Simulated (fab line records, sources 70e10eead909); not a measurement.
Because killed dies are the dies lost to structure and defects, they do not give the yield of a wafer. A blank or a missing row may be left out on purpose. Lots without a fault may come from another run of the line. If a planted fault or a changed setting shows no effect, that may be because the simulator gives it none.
fab line records ; flow nand_harc
record: lots: 11; wafers: 33; last_day: 33
route steps=1302 shown P_STI@87 P_GATE@124
lots that met no fault: taken from a fault-free run of the same line
start_h: the number of hours between the record's first day and the start of the first shown wafer of the lot ; wait_h: hours elapsed since this lot's preceding step ; " unchanged from the row above ; L1.1+2: one row covering several wafers at once ; - no value, or no start given ; * or withheld: withheld ; < > ~ a bound
route shown NAME@n: a module of which the file shows steps, and the number in the route of the first ; usual: the fault-free wafers' mean and standard deviation ; same: alike in all rows ; chamber/n: place in a boat ; sites: readings site by site ; _std_site: standard deviation of those values ; _edge_site: outer sites' mean less inner sites' ; radius_mm: for every site, how far away it sits from the centre of the wafer ; mask NAME#n: copy n ; behind: tool/chamber where the wafer was last shaped ; hold: cause of the lot's hold/its duration in hours/its outcome ; device: names the non-switching transistor (n, p or np) ; end of line: the same wafers' tests at the end of the route ; where a step has no rows: the recipe by itself ; killed: not the wafer's yield, but the dies lost to structure and defects at the first sort ; map: dies across one wafer; x = killed, . = not, _ = none there
set.NAME: the run value of the setting; set.NAME@STEP: its run value at that earlier step ; model.NAME: the simulator's own value behind a step, which no gauge read
one table for each step of the route and one row for each wafer, over a sample of lots
services: a tool's chamber out of use, with start hour (start_h, from the record's first day; less than 0 if before it), hours out, and reason
== steps ==
step: NHARC_P_STI_DESCUM_14
recipe: time_s: 3; o2_flow_sccm: 200; ar_flow_sccm: 0; bias_power_w: 0; chemistry: O2
usual: drypump_motor_current_A: 5.3/0.36; o2_flow_sccm: 199.9/0.59; oes_product_au: 1.002/0.012; rf_vpp_V: 57.7/0.8; showerhead_plenum_p_Torr: 1.91/0.064; throttle_valve_pct: 11.312/0.0084
same: bias_power_w: 0
lot.wafer;tool;chamber;start_h;wait_h;drypump_motor_current_A;o2_flow_sccm;oes_product_au;rf_hours_counter_h;rf_vpp_V;showerhead_plenum_p_Torr;throttle_valve_pct
L673.2;rie_diel-08;0;56.45;-;5.3;199.0;1.009;2;57.9;1.84;11.311
L673.3;rie_diel-08;3;56.45;-;5.4;199.9;1.012;2;58.2;1.96;11.302
L673.5;rie_diel-08;1;56.45;-;4.9;198.9;1.032;-;56.2;1.83;11.318
L674.2;rie_diel-10;2;65.04;-;5.4;200.6;0.999;7;57.9;1.93;11.316
L674.4;rie_diel-10;0;65.04;-;5.2;199.6;1.000;7;58.2;1.94;11.308
L674.6;rie_diel-10;1;65.04;-;5.5;200.3;0.998;-;58.5;1.91;11.307
L675.3;rie_diel-08;3;73.12;-;5.4;200.0;1.007;4;57.8;1.96;11.302
L675.4;rie_diel-08;0;73.12;-;5.3;199.5;1.013;4;57.6;1.84;11.323
L675.1;rie_diel-08;1;73.12;-;4.9;200.9;1.032;4;58.5;1.83;11.311
L678.2;rie_diel-08;1;112.20;-;5.0;199.9;1.020;6;57.3;1.83;11.312
L678.3;rie_diel-08;3;112.20;-;5.4;199.9;1.004;6;58.5;1.96;11.335
L678.5;rie_diel-08;2;112.20;-;4.8;199.7;1.003;-;58.1;1.92;11.308
L679.4;rie_diel-10;3;117.18;-;4.9;200.5;1.007;2;57.5;1.80;11.293
L679.2;rie_diel-10;2;117.18;-;5.5;199.4;0.997;2;57.7;1.93;11.316
L679.6;rie_diel-10;3;117.18;-;4.9;200.1;0.998;-;57.9;1.80;11.297
L680.1;rie_diel-10;1;123.97;-;5.5;200.8;1.008;2;57.5;1.91;11.330
L680.2;rie_diel-10;2;123.97;-;5.4;200.5;0.984;2;57.2;1.93;11.306
L680.5;rie_diel-10;1;123.97;-;5.5;199.9;1.025;-;57.4;1.91;11.300
L682.4;rie_diel-09;0;142.67;-;5.6;200.9;1.001;15;60.2;1.99;11.318
L682.3;rie_diel-09;3;142.67;-;4.8;199.5;1.001;16;56.7;1.91;11.312
L682.5;rie_diel-09;0;142.67;-;5.6;200.1;0.995;-;58.5;1.99;11.326
L683.4;rie_diel-09;0;153.82;-;5.6;198.9;0.999;0;57.0;1.99;11.316
L683.2;rie_diel-09;1;153.82;-;6.4;200.4;1.021;0;56.9;2.00;11.315
L683.6;rie_diel-09;0;153.82;-;5.7;199.2;1.008;-;57.7;1.99;11.319
L686.1;rie_diel-10;3;184.42;-;4.9;200.6;1.000;5;57.8;1.80;11.308
L686.5;rie_diel-10;3;184.42;-;4.9;199.6;1.003;-;56.2;1.80;11.312
L686.6;rie_diel-10;0;184.42;-;5.2;199.6;0.995;-;58.9;1.94;11.310
L695.4;rie_diel-08;0;269.41;-;5.3;199.3;0.998;-;56.9;1.84;11.313
L695.3;rie_diel-08;3;269.41;-;5.4;199.8;0.987;-;58.0;1.96;11.322
L695.5;rie_diel-08;0;269.41;-;5.3;200.2;0.983;-;56.1;1.84;11.305
L694.3;rie_diel-09;3;269.44;-;4.8;200.1;0.982;11;57.6;1.90;11.313
L694.4;rie_diel-09;2;269.44;-;5.7;199.6;0.996;-;59.1;2.02;11.317
L694.5;rie_diel-09;3;269.44;-;4.8;198.8;0.988;-;56.9;1.90;11.310
step: NHARC_P_GATE_DESCUM_13
recipe: time_s: 3; o2_flow_sccm: 200; ar_flow_sccm: 0; bias_power_w: 0; chemistry: O2
usual: drypump_motor_current_A: 5.7/0.38; o2_flow_sccm: 200.0/0.66; oes_product_au: 0.995/0.009; rf_vpp_V: 57.8/0.89; showerhead_plenum_p_Torr: 1.90/0.061; throttle_valve_pct: 11.312/0.0091
same: bias_power_w: 0
lot.wafer;tool;chamber;start_h;wait_h;drypump_motor_current_A;o2_flow_sccm;oes_product_au;rf_hours_counter_h;rf_vpp_V;showerhead_plenum_p_Torr;throttle_valve_pct
L673.3;rie_diel-11;2;91.59;-;6.1;200.9;0.994;1.0;58.0;1.96;11.306
L673.2;rie_diel-11;3;91.59;-;5.8;199.6;1.001;0.5;59.2;1.90;11.317
L673.5;rie_diel-11;2;91.59;-;6.1;200.2;0.990;-;58.1;1.96;11.315
L674.2;rie_diel-02;0;104.33;-;5.7;201.4;0.994;2.6;56.0;1.81;11.309
L674.4;rie_diel-02;2;104.33;-;4.9;200.5;1.000;2.4;58.1;1.80;11.303
L674.6;rie_diel-02;1;104.33;-;5.8;200.3;0.990;-;57.4;1.96;11.308
L675.3;rie_diel-02;3;108.57;-;6.3;200.0;0.991;2.6;57.0;1.84;11.307
L675.4;rie_diel-02;1;108.57;-;5.8;200.4;1.001;2.7;59.1;1.96;11.309
L675.1;rie_diel-02;2;108.57;-;4.9;199.6;1.009;2.6;59.2;1.80;11.316
L679.4;rie_diel-06;2;148.27;-;6.3;199.6;0.994;0.9;58.0;1.91;11.326
L679.2;rie_diel-06;3;148.27;-;6.0;199.6;1.001;0.8;57.6;2.02;11.313
L679.6;rie_diel-06;3;148.27;-;6.0;199.3;0.994;-;58.1;2.02;11.314
L678.2;rie_diel-11;2;148.45;-;6.0;199.6;1.002;4.2;58.1;1.96;11.317
L678.3;rie_diel-11;3;148.45;-;5.8;200.1;0.991;4.0;58.7;1.90;11.321
L678.5;rie_diel-11;1;148.45;-;5.3;200.8;1.002;-;57.8;1.91;11.316
L680.1;rie_diel-11;3;160.46;-;5.8;199.9;0.989;4.2;57.7;1.90;11.311
L680.2;rie_diel-11;0;160.46;-;5.7;199.9;0.991;2.8;57.9;1.89;11.312
L680.5;rie_diel-11;0;160.46;-;5.7;200.4;0.987;-;59.0;1.89;11.322
L682.3;rie_diel-06;0;179.01;-;5.2;199.6;0.993;1.9;58.9;1.82;11.303
L682.4;rie_diel-06;1;179.01;-;5.7;199.7;1.001;1.6;57.6;1.93;11.302
L682.5;rie_diel-06;1;179.01;-;5.7;199.5;0.994;-;57.9;1.93;11.306
L683.4;rie_diel-06;2;191.31;-;6.3;198.8;0.989;3.7;56.7;1.91;11.310
L683.2;rie_diel-06;3;191.31;-;6.1;200.3;0.985;4.9;58.5;2.02;11.312
L683.6;rie_diel-06;2;191.31;-;6.3;200.7;0.984;-;57.4;1.91;11.326
L686.1;rie_diel-11;0;224.53;-;5.7;199.9;0.986;7.7;56.5;1.89;11.311
L686.5;rie_diel-11;1;224.53;-;5.3;199.6;0.984;-;57.7;1.91;11.305
L686.6;rie_diel-11;2;224.53;-;6.1;200.7;0.990;-;57.8;1.96;11.301
L695.3;rie_diel-02;0;308.49;-;5.8;200.6;0.999;5.0;57.2;1.81;11.306
L695.4;rie_diel-02;2;308.49;-;4.9;200.2;1.014;-;57.0;1.80;11.307
L695.5;rie_diel-02;3;308.49;-;6.3;201.0;0.986;-;58.5;1.84;11.314
L694.3;rie_diel-11;0;308.65;-;5.7;199.5;0.974;2.0;57.6;1.89;11.295
L694.4;rie_diel-11;2;308.65;-;6.1;200.3;0.989;-;57.7;1.96;11.312
L694.5;rie_diel-11;3;308.65;-;5.8;200.2;0.984;-;57.3;1.90;11.310
step: NHARC_P_GATE_EXPOSE_23
recipe: na: 1.35; target_cd_nm: 120; dose_mj: 93.91; mask_id: P_GATE
same: na: 1.35
lot.wafer;tool;chamber;start_h;wait_h;mask
L673.2+3+5;arfi_scanner-03;0;105.51;-;P_GATE#0
L674.2+4+6;arfi_scanner-01;0;119.01;-;P_GATE#0
L675.1+3+4;arfi_scanner-03;0;122.04;-;P_GATE#0
L679.2+4+6;arfi_scanner-01;0;165.02;-;P_GATE#0
L678.2+3+5;arfi_scanner-02;0;165.80;-;P_GATE#0
L680.1+2+5;arfi_scanner-02;0;174.71;-;P_GATE#0
L682.3+4+5;arfi_scanner-02;0;193.92;-;P_GATE#0
L683.2+4+6;arfi_scanner-02;0;205.17;-;P_GATE_R1#0
L686.1+5+6;arfi_scanner-02;0;240.23;-;P_GATE#0
L695.3+4+5;arfi_scanner-01;0;322.88;-;P_GATE#0
L694.3+4+5;arfi_scanner-03;0;323.22;-;P_GATE#0
step: NHARC_P_GATE_CD_MEAS_26
recipe: target_cd_nm: 120; landing_energy_ev: 500
usual: cd_nm: 119.9/0.56
lot.wafer;tool;chamber;start_h;wait_h;hold;cd_nm
L673.2;cd_sem-02;0;105.65;-;-;118.9
L673.3;cd_sem-02;0;105.65;-;-;118.8
L673.5;cd_sem-02;0;105.65;-;-;119.0
L674.2;cd_sem-03;0;119.14;-;-;118.9
L674.4;cd_sem-03;0;119.14;-;-;119.6
L674.6;cd_sem-03;0;119.14;-;-;119.4
L675.1;cd_sem-03;0;122.18;-;-;120.3
L675.3;cd_sem-03;0;122.18;-;-;120.2
L675.4;cd_sem-03;0;122.18;-;-;120.1
L679.2;cd_sem-03;0;165.16;-;-;119.6
L679.4;cd_sem-03;0;165.16;-;-;119.6
L679.6;cd_sem-03;0;165.16;-;-;120.1
L678.2;cd_sem-03;0;165.94;-;-;118.9
L678.3;cd_sem-03;0;165.94;-;-;118.9
L678.5;cd_sem-03;0;165.94;-;-;119.3
L680.1;cd_sem-02;0;174.85;-;-;119.8
L680.2;cd_sem-02;0;174.85;-;-;119.9
L680.5;cd_sem-02;0;174.85;-;-;120.7
L682.3;cd_sem-02;0;194.06;-;-;119.3
L682.4;cd_sem-02;0;194.06;-;-;119.0
L682.5;cd_sem-02;0;194.06;-;-;119.3
L683.2;cd_sem-01;0;205.31;-;await_dispo/0.2h/release;113.1
L683.4;cd_sem-01;0;205.31;-;await_dispo/0.2h/release;112.7
L683.6;cd_sem-01;0;205.31;-;await_dispo/0.2h/release;113.6
L683.2;cd_sem-01;0;-;-;-;113.0
L683.4;cd_sem-01;0;-;-;-;112.8
L683.6;cd_sem-01;0;-;-;-;113.6
L686.1;cd_sem-02;0;240.37;-;-;120.1
L686.5;cd_sem-02;0;240.37;-;-;119.8
L686.6;cd_sem-02;0;240.37;-;-;120.6
L695.3;cd_sem-02;0;323.02;-;-;119.7
L695.4;cd_sem-02;0;323.02;-;-;119.8
L695.5;cd_sem-02;0;323.02;-;-;119.2
L694.3;cd_sem-03;0;323.36;-;-;119.5
L694.4;cd_sem-03;0;323.36;-;-;121.0
L694.5;cd_sem-03;0;323.36;-;-;120.6
step: NHARC_P_GATE_DESCUM_48
recipe: time_s: 3; o2_flow_sccm: 200; ar_flow_sccm: 0; bias_power_w: 0; chemistry: O2
usual: drypump_motor_current_A: 5.8/0.38; o2_flow_sccm: 200.0/0.61; oes_product_au: 0.997/0.0098; rf_vpp_V: 57.7/0.91; showerhead_plenum_p_Torr: 1.90/0.059; throttle_valve_pct: 11.312/0.0092
same: bias_power_w: 0
lot.wafer;tool;chamber;start_h;wait_h;drypump_motor_current_A;o2_flow_sccm;oes_product_au;rf_hours_counter_h;rf_vpp_V;showerhead_plenum_p_Torr;throttle_valve_pct
L673.2;rie_diel-02;3;117.83;-;6.3;200.4;0.983;3;58.7;1.84;11.320
L673.3;rie_diel-02;2;117.83;-;4.9;200.6;1.003;3;57.8;1.80;11.297
L673.5;rie_diel-02;0;117.83;-;5.7;199.7;1.003;-;56.0;1.81;11.306
L674.2;rie_diel-11;1;133.35;-;5.4;200.2;0.990;3;57.3;1.91;11.307
L674.4;rie_diel-11;2;133.35;-;6.1;199.9;1.000;4;57.3;1.96;11.299
L674.6;rie_diel-11;0;133.35;-;5.7;200.5;1.004;-;59.1;1.89;11.320
L675.3;rie_diel-02;1;134.35;-;5.8;201.2;0.988;3;57.1;1.96;11.318
L675.4;rie_diel-02;2;134.35;-;4.9;201.1;0.998;3;58.3;1.80;11.313
L675.1;rie_diel-02;0;134.35;-;5.8;199.8;1.000;4;57.0;1.81;11.328
L679.2;rie_diel-11;0;177.16;-;5.7;200.0;0.994;4;57.1;1.89;11.314
L679.4;rie_diel-11;1;177.16;-;5.3;200.5;0.986;5;57.3;1.91;11.312
L679.6;rie_diel-11;2;177.16;-;6.1;199.5;1.004;-;55.5;1.96;11.318
L678.2;rie_diel-11;0;180.16;-;5.7;199.1;0.993;4;58.1;1.89;11.310
L678.3;rie_diel-11;1;180.16;-;5.4;200.6;0.991;5;57.9;1.91;11.308
L678.5;rie_diel-11;1;180.16;-;5.4;200.0;0.988;-;58.5;1.91;11.314
L680.2;rie_diel-11;2;186.87;-;6.1;200.7;0.991;6;57.5;1.96;11.316
L680.1;rie_diel-11;3;186.87;-;5.8;200.8;0.990;5;58.6;1.90;11.312
L680.5;rie_diel-11;0;186.87;-;5.7;199.0;0.995;-;58.3;1.89;11.317
L682.4;rie_diel-06;2;206.24;-;6.2;199.4;0.989;4;58.0;1.91;11.309
L682.3;rie_diel-06;0;206.24;-;5.1;200.6;0.999;5;57.1;1.82;11.315
L682.5;rie_diel-06;1;206.24;-;5.7;199.4;1.006;-;56.5;1.93;11.314
L683.4;rie_diel-06;2;234.47;-;6.2;198.7;0.984;5;59.2;1.91;11.315
L683.2;rie_diel-06;3;234.47;-;6.0;200.1;0.987;6;59.9;2.02;11.328
L683.6;rie_diel-06;2;234.47;-;6.2;199.8;0.985;-;57.2;1.91;11.301
L686.1;rie_diel-02;2;252.43;-;4.9;201.1;1.022;1;56.3;1.80;11.296
L686.6;rie_diel-02;2;252.43;-;4.9;200.2;1.027;-;58.0;1.80;11.317
L686.5;rie_diel-02;3;252.43;-;6.3;199.1;1.005;-;56.3;1.84;11.304
L694.3;rie_diel-06;1;335.62;-;5.7;200.4;0.987;0;58.2;1.92;11.317
L694.4;rie_diel-06;3;335.62;-;6.0;199.0;0.989;0;58.6;2.02;11.309
L694.5;rie_diel-06;1;335.62;-;5.7;199.8;0.999;-;56.1;1.92;11.310
L695.3;rie_diel-02;3;341.70;-;6.3;198.8;0.980;6;58.2;1.84;11.313
L695.4;rie_diel-02;3;341.70;-;6.3;199.4;0.985;-;57.1;1.84;11.306
L695.5;rie_diel-02;0;341.70;-;5.7;200.3;1.009;-;57.1;1.81;11.308
== services ==
tool;chamber;start_h;hours;kind
rie_diel-02;-;39.70;9.0;pm
arfi_scanner-02;-;47.55;2.2;repair
rie_diel-06;1;57.94;14.0;repair
rie_diel-06;-;71.55;0.7;repair
rie_diel-11;-;78.50;9.0;pm
arfi_scanner-02;-;84.25;1.1;repair
rie_diel-11;-;93.64;0.7;repair
rie_diel-11;0;128.77;2.5;repair
rie_diel-06;-;130.22;9.0;pm
arfi_scanner-02;-;140.00;4.0;pm
rie_diel-02;-;172.49;22.2;repair
rie_diel-06;2;207.28;1.3;repair
rie_diel-02;-;216.70;9.0;pm
rie_diel-11;-;216.81;0.2;repair
rie_diel-11;-;255.50;9.0;pm
arfi_scanner-02;-;282.24;2.6;repair
rie_diel-02;3;295.07;3.0;repair
rie_diel-11;2;302.91;1.4;repair
rie_diel-02;2;303.98;4.1;repair
rie_diel-06;-;307.22;9.0;pm
rie_diel-11;1;307.71;12.6;repair
arfi_scanner-02;-;312.00;4.0;pm
rie_diel-02;2;340.26;21.9;repair
rie_diel-06;3;341.48;11.9;repair
== key ==
first_sign: step: NHARC_P_GATE_EXPOSE_23; reading: mask; direction: changed
effect: step: NHARC_P_GATE_CD_MEAS_26; reading: visit; direction: added
effect: step: NHARC_P_GATE_CD_MEAS_26; reading: cd_nm; direction: down; sigmas: 12; usual: 119.9; struck: 113.1
met_at NHARC_P_GATE_EXPOSE_23
struck_lots L683
tester_left_out L683
not_acting_at NHARC_P_STI_DESCUM_14,NHARC_P_GATE_DESCUM_13,NHARC_P_GATE_DESCUM_48
onset_between 193.92 205.17
fault: kind: wrong_mask; tool: any; chamber: -; onset_h: 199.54; steps: NHARC_P_GATE_EXPOSE_23; aux_copy: P_GATE_R1#0; cd_offset_nm: -6.6029; scope: struck_lots_only
tester_left_out: of these lots the tester's yield and bins aren't shown, on N5 and GAA mostly nor the transistor test; their killed dies are dies lost to structure and defects alone, not to doping, threshold or leakage, so they don't give the yield
